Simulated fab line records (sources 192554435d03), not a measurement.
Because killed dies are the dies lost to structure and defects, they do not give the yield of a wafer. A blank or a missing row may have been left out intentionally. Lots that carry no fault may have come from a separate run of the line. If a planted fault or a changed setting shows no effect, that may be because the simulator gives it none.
Matching of chambers | flow n5_finfet | N5_BEOL_M13_ETCH_68 on rie_diel-03 has 4 sister chambers
The step etches SOC in N2/H2, time 355 s. 18 wafers are shown with their chamber, then 9 later ones without.

EACH WAFER AND ITS CHAMBER
wafer  | chamber | showerhead_plenum_p_Torr (Torr) | throttle_valve_pct (%) | drypump_motor_current_A (A)
L077.3 | 2       | 2.44                            | 17.48                  | 5.2
L077.4 | 0       | 2.69                            | 17.47                  | 5.2
L077.6 | 1       | 2.68                            | 17.34                  | 6.0
L075.3 | 2       | 2.44                            | 17.50                  | 5.2
L075.4 | 1       | 2.67                            | 17.33                  | 6.0
L075.6 | 2       | 2.44                            | 17.48                  | 5.3
L079.3 | 0       | 2.69                            | 17.51                  | 5.3
L079.4 | 1       | 2.67                            | 17.33                  | 6.0
L079.6 | 3       | 2.63                            | 18.12                  | 5.9
L080.1 | 0       | 2.69                            | 17.49                  | 5.3
L080.4 | 3       | 2.63                            | 18.12                  | 5.9
L080.6 | 2       | 2.44                            | 17.50                  | 5.2
L086.1 | 1       | 2.66                            | 17.37                  | 6.0
L086.2 | 0       | 2.68                            | 17.53                  | 5.2
L086.4 | 3       | 2.63                            | 18.15                  | 5.8
L084.1 | 3       | 2.63                            | 18.15                  | 5.9
L084.5 | 3       | 2.63                            | 18.16                  | 5.9
L084.6 | 0       | 2.68                            | 17.54                  | 5.3

SIGNATURES (means of the wafers above)
reading                  | chamber 0 | chamber 1 | chamber 2 | chamber 3 | scatter within a chamber
showerhead_plenum_p_Torr | 2.6860    | 2.6700    | 2.4400    | 2.6300    | 0.00478
throttle_valve_pct       | 17.5080   | 17.3425   | 17.4900   | 18.1400   | 0.021
drypump_motor_current_A  | 5.260     | 6.000     | 5.225     | 5.880     | 0.0443
Rule: for a wafer and a chamber, the distance is found by dividing, reading by reading, the gap between the wafer's reading and the chamber's mean by the reading's scatter, squaring, summing and taking the root. If the next closest chamber is less than 2 further off than the closest, the wafer can't be placed; otherwise it belongs to the closest. How the scatter is found: for the shown wafers, subtract from each reading the mean of its chamber, square and add these, divide the total by (wafers less chambers), then take the root.

WAFERS MISSING THEIR CHAMBER
wafer  | showerhead_plenum_p_Torr (Torr) | throttle_valve_pct (%) | drypump_motor_current_A (A)
L089.3 | 2.43                            | 17.52                  | 5.2
L089.4 | 2.66                            | 17.36                  | 6.0
L089.5 | 2.68                            | 17.53                  | 5.3
L094.4 | 2.62                            | 18.18                  | 5.9
L094.5 | 2.62                            | 18.17                  | 5.9
L094.6 | 2.43                            | 17.54                  | 5.2
L096.1 | 2.43                            | 17.55                  | 5.2
L096.2 | 2.67                            | 17.56                  | 5.2
L096.4 | 2.66                            | 17.39                  | 6.0

CHAMBER TAKEN BY EACH
wafer  | from the rows above | in truth
L089.3 | 2                   | 2
L089.4 | 1                   | 1
L089.5 | 0                   | 0
L094.4 | 3                   | 3
L094.5 | 3                   | 3
L094.6 | 2                   | 2
L096.1 | 2                   | 2
L096.2 | 0                   | 0
L096.4 | 1                   | 1
Correctly placed: 9 of 9. Not placeable from these rows: 0. Placed wrongly: 0.
